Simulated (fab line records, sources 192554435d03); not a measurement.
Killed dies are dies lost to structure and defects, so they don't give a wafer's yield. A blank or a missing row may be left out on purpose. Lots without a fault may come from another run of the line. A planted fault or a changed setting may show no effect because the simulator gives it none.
Which tool did it? | flow n5_finfet | 9 lots, 26 wafers sampled, at 8 steps of a route of 1938

WHAT THE GAUGES READ, wafer by wafer
N5_ZERO_LAYER_INSPECT_20: inspects for defects (darkfield). Usual: raw_defect_count 37, standard deviation 15.
lot  | measured    | on                | raw_defect_count | flag
L670 | day 3 01:26 | defect_inspect-02 | 28 83 34         |
L671 | day 3 07:32 | defect_inspect-02 | 14 26 22         |
L675 | day 4 07:44 | defect_inspect-01 | 37 37 23         |
L681 | day 5 19:17 | defect_inspect-02 | 26 27 445        | OFF
L682 | day 6 01:24 | defect_inspect-02 | 24 30 39         |
L683 | day 6 07:15 | defect_inspect-01 | 474 27 487       | OFF
L684 | day 6 13:24 | defect_inspect-01 | 43 476 40        | OFF
L685 | day 6 19:23 | defect_inspect-02 | 68 41 49         |
L687 | day 7 07:19 | defect_inspect-02 | 21 38            |

N5_WELL_APT_OVL_MEAS_09. Usual: NWELL_OVL 5 nm, standard deviation 4.8.
lot  | measured    | on         | NWELL_OVL (nm) | flag
L670 | day 3 01:47 | overlay-01 | -1 -5 -7       |
L671 | day 3 08:00 | overlay-02 | 4 6 7          |
L675 | day 4 08:04 | overlay-01 | -4 5 -6        |
L681 | day 5 19:37 | overlay-02 | 5 7 3          |
L682 | day 6 01:52 | overlay-01 | 4 13 2         |
L683 | day 6 07:43 | overlay-02 | 10 7 12        |
L684 | day 6 13:44 | overlay-02 | 4 7 9          |
L685 | day 6 19:50 | overlay-01 | 1 4 -1         |
L687 | day 7 07:40 | overlay-02 | 2 -3           |

N5_WELL_APT_INSPECT_10: inspects for defects (macro). Usual: raw_defect_count 2.0, standard deviation 1.5.
lot  | measured    | on                | raw_defect_count | flag
L670 | day 3 01:48 | defect_inspect-01 | 3 1 4            |
L671 | day 3 08:01 | defect_inspect-02 | 2 2 2            |
L675 | day 4 08:05 | defect_inspect-02 | 3 1 2            |
L681 | day 5 19:38 | defect_inspect-02 | 8 4 >300         |
L682 | day 6 01:53 | defect_inspect-02 | 1 4 2            |
L683 | day 6 07:44 | defect_inspect-01 | >300 2 >300      |
L684 | day 6 13:46 | defect_inspect-02 | 1 >300 1         |
L685 | day 6 19:52 | defect_inspect-01 | 2 2 0            |
L687 | day 7 07:41 | defect_inspect-01 | 3 0              |

N5_WELL_APT_INSPECT_38: inspects for defects (darkfield). Usual: raw_defect_count 13, standard deviation 4.8.
lot  | measured    | on                | raw_defect_count | flag
L670 | day 3 04:44 | defect_inspect-02 | 20 24 13         |
L671 | day 3 10:54 | defect_inspect-02 | 9 10 6           |
L675 | day 4 10:59 | defect_inspect-02 | 16 19 23         |
L681 | day 5 22:55 | defect_inspect-01 | 16 8 421         | OFF
L682 | day 6 04:56 | defect_inspect-02 | 24 5 18          |
L683 | day 6 10:35 | defect_inspect-01 | 436 12 475       | OFF
L684 | day 6 16:46 | defect_inspect-01 | 17 447 12        | OFF
L685 | day 6 22:59 | defect_inspect-02 | 10 10 9          |
L687 | day 7 10:28 | defect_inspect-02 | 9 12             |

N5_PMOS_HMC_CHANNEL_EPI_THK_MEAS_22. Usual: HMC_CMP_THK 54.1 nm, standard deviation 1.2.
lot  | measured    | on            | HMC_CMP_THK (nm) | flag
L670 | day 3 07:32 | film_metro-02 | 55.8 52.0 52.5   |
L671 | day 3 13:41 | film_metro-01 | 52.8 53.4 53.2   |
L675 | day 4 14:03 | film_metro-02 | 55.5 54.6 54.0   |
L681 | day 6 01:57 | film_metro-01 | 52.8 54.7 54.9   |
L682 | day 6 07:44 | film_metro-02 | 55.9 56.2 54.1   |
L683 | day 6 13:42 | film_metro-01 | 54.8 54.3 54.4   |
L684 | day 6 20:01 | film_metro-02 | 52.6 55.2 52.9   |
L685 | day 7 02:10 | film_metro-01 | 55.3 55.5 56.3   |
L687 | day 7 13:16 | film_metro-01 | 54.0 55.2        |

N5_BEOL_M4_RC_MEAS_101. Usual: DIBL_N 36.8 mV/V, standard deviation 2.2; DIBL_P 37.0 mV/V, standard deviation 2.8; IOFF_N 0.18 nA/um, standard deviation 0.043; IOFF_P 0.23 nA/um, standard deviation 0.05; ION_N 680 uA/um, standard deviation 14; ION_P 466 uA/um, standard deviation 9.1; SS_N 71.7 mV/dec, standard deviation 0.74; SS_P 73.5 mV/dec, standard deviation 0.79; VT_N 248 mV, standard deviation 4; VT_P -249 mV, standard deviation 4.1.
lot  | measured     | on        | DIBL_N (mV/V)  | DIBL_P (mV/V)  | IOFF_N (nA/um) | IOFF_P (nA/um) | ION_N (uA/um) | ION_P (uA/um) | SS_N (mV/dec)  | SS_P (mV/dec)  | VT_N (mV)   | VT_P (mV)      | flag
L670 | day 9 13:09  | prober-02 | 38.0 39.4 34.8 | 36.7 38.2 32.6 | 0.21 0.22 0.13 | 0.23 0.24 0.16 | 690 699 684   | 468 469 462   | 71.7 72.1 71.1 | 73.6 74.7 72.6 | 246 249 253 | -250 -248 -253 |
L671 | day 9 11:29  | prober-02 | 37.2 34.5 38.6 | 36.0 33.0 38.7 | 0.17 0.13 0.20 | 0.22 0.18 0.26 | 678 658 677   | 465 457 469   | 72.8 71.3 72.6 | 73.9 72.6 73.6 | 248 250 246 | -248 -250 -246 |
L675 | day 10 16:55 | prober-02 | 34.7 41.5 35.7 | 34.0 41.0 35.2 | 0.14 0.31 0.15 | 0.24 0.40 0.25 | 676 701 664   | 480 489 473   | 70.9 72.6 70.8 | 73.9 74.7 72.8 | 251 239 253 | -245 -237 -245 |
L681 | day 11 20:49 | prober-02 | 38.1 40.9 38.4 | 35.3 38.5 35.4 | 0.18 0.22 0.16 | 0.24 0.30 0.23 | 688 693 669   | 475 478 459   | 72.0 72.2 71.9 | 73.1 74.1 73.5 | 249 243 252 | -246 -244 -248 |
L682 | day 12 20:48 | prober-02 | 34.6 30.4 39.2 | 34.2 29.0 40.9 | 0.13 0.08 0.25 | 0.19 0.12 0.31 | 664 636 695   | 457 441 474   | 70.7 69.9 71.6 | 73.0 71.5 74.1 | 252 259 242 | -251 -257 -244 |
L683 | day 12 20:40 | prober-01 | 33.8 36.8 38.4 | 32.3 36.9 38.7 | 0.13 0.18 0.23 | 0.18 0.25 0.27 | 664 682 700   | 461 468 479   | 71.4 71.5 71.8 | 72.0 72.8 73.7 | 253 247 242 | -252 -249 -248 |
L684 | day 13 05:25 | prober-02 | 38.8 37.5 37.8 | 40.2 39.5 38.9 | 0.22 0.20 0.18 | 0.29 0.29 0.25 | 696 696 679   | 472 480 466   | 72.0 72.4 72.2 | 74.7 74.3 74.3 | 247 245 249 | -244 -244 -245 |
L685 | day 13 03:29 | prober-01 | 37.4 39.8 38.5 | 36.0 41.2 37.6 | 0.18 0.25 0.21 | 0.20 0.31 0.23 | 687 707 683   | 459 480 460   | 71.9 73.3 72.8 | 73.4 74.3 73.8 | 249 244 247 | -252 -249 -250 |
L687 | day 13 11:31 | prober-02 | 36.7 37.7      | 37.9 40.2      | 0.20 0.22      | 0.26 0.31      | 686 701       | 474 487       | 72.2 72.3      | 73.6 74.8      | 243 242     | -244 -241      |

WHICH TOOL RAN EACH LOT (tool, then ch and the chambers of the sampled wafers, then the start)
lot  | N5_ZERO_LAYER_ETCH_17             | N5_PMOS_HMC_CHANNEL_EPI_CMP_21
L670 | rie_diel-03 ch 0,1,2, day 3 00:55 | cmp-02 ch 0,1,2, day 3 07:14
L671 | rie_diel-03 ch 0,1, day 3 07:00   | cmp-04 ch 0,1,2, day 3 13:26
L675 | rie_diel-03 ch 1,2,3, day 4 07:11 | cmp-03 ch 0,2, day 4 13:47
L681 | rie_diel-03 ch 1,2,3, day 5 18:43 | cmp-03 ch 0,2,3, day 6 01:39
L682 | rie_diel-01 ch 0,1,3, day 6 00:52 | cmp-03 ch 0,1,2, day 6 07:34
L683 | rie_diel-03 ch 2,3, day 6 06:43   | cmp-04 ch 2,3, day 6 13:24
L684 | rie_diel-03 ch 0,2, day 6 12:52   | cmp-03 ch 1,2, day 6 19:43
L685 | rie_diel-01 ch 0,1,2, day 6 18:51 | cmp-03 ch 0,2,3, day 7 01:53
L687 | rie_diel-01 ch 0,3, day 7 06:49   | cmp-03 ch 1,2, day 7 13:07
- N5_ZERO_LAYER_ETCH_17: etches SiO2 in CF4, target depth 12 nm, time 13.3 s.
- N5_PMOS_HMC_CHANNEL_EPI_CMP_21: polishes SiGe30, target thk 54 nm.

WHAT THE TOOLS THEMSELVES READ (means of the sampled wafers that have a number; where no wafer has one, the mark that the record gives instead)
N5_ZERO_LAYER_ETCH_17. Usual: drypump_motor_current_A 5.9 A, standard deviation 0.41; oes_product_au 0.77 a.u., standard deviation 0.071; rf_vpp_V 951 V, standard deviation 3.8; showerhead_plenum_p_Torr 2.17 Torr, standard deviation 0.058; throttle_valve_pct 15.68 %, standard deviation 0.17.
lot  | tool        | drypump_motor_current_A (A) | oes_product_au (a.u.) | rf_vpp_V (V) | showerhead_plenum_p_Torr (Torr) | throttle_valve_pct (%) | flag
L670 | rie_diel-03 | 6.1                         | 0.77                  | 952          | 2.18                            | 15.64                  |
L671 | rie_diel-03 | 6.0                         | 0.77                  | 951          | 2.20                            | 15.59                  |
L675 | rie_diel-03 | 6.2                         | 0.83                  | 952          | 2.19                            | 15.62                  |
L681 | rie_diel-03 | 6.2                         | 0.81                  | 951          | 2.18                            | 15.63                  |
L682 | rie_diel-01 | 5.7                         | 0.71                  | 949          | 2.15                            | 15.62                  |
L683 | rie_diel-03 | 6.5                         | 0.80                  | 951          | 2.19                            | 15.57                  |
L684 | rie_diel-03 | 6.2                         | 0.75                  | 951          | 2.20                            | 15.57                  |
L685 | rie_diel-01 | 5.4                         | 0.78                  | 950          | 2.16                            | 15.62                  |
L687 | rie_diel-01 | 5.7                         | 0.72                  | 950          | 2.17                            | 15.71                  |

N5_PMOS_HMC_CHANNEL_EPI_CMP_21. Usual: motor_current_A 11.6 A, standard deviation 0.97; slurry_flow_ml_min 150.0, standard deviation 0.45.
lot  | tool   | motor_current_A (A) | slurry_flow_ml_min | flag
L670 | cmp-02 | 11.1                | 150.4              |
L671 | cmp-04 | 12.6                | 150.1              |
L675 | cmp-03 | 10.8                | 149.8              |
L681 | cmp-03 | 11.3                | 150.2              |
L682 | cmp-03 | 11.5                | 149.9              |
L683 | cmp-04 | 12.7                | 150.4              |
L684 | cmp-03 | 11.5                | 150.4              |
L685 | cmp-03 | 11.5                | 150.3              |
L687 | cmp-03 | 11.1                | 149.6              |

THE ANSWER, worked out from the rows above alone
Rule: a lot is off if the mean of its wafers that have a number lies more than 3 standard deviations from the usual mean. A lot without any number at a reading at which 4 lots or more have one is off too. The other lots that the step has rows for count as sound. The gauges are gone through in route order, then the tools' own readings, and for those a lot's mean is taken as printed above. The first step at which some lot is off is used, and at that step the reading that is off furthest; a lot without a number counts as furthest.
Off: L681, L683, L684, at N5_ZERO_LAYER_INSPECT_20 (raw_defect_count).
A tool fits if, at a process step before that reading, it ran every lot that is off, and no sound lot after the first of them. The gauges at N5_ZERO_LAYER_INSPECT_20 are tried like those tools. One fits: rie_diel-03 at N5_ZERO_LAYER_ETCH_17. Its last sound lot is L675 (day 4 07:11), its first lot that is off L681 (day 5 18:43): a fault that began between those two fits.

WHAT THE SIMULATOR HAD PUT IN
Chamber particle source: rie_diel-03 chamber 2, from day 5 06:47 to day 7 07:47, at N5_ZERO_LAYER_ETCH_17. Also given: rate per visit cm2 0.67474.
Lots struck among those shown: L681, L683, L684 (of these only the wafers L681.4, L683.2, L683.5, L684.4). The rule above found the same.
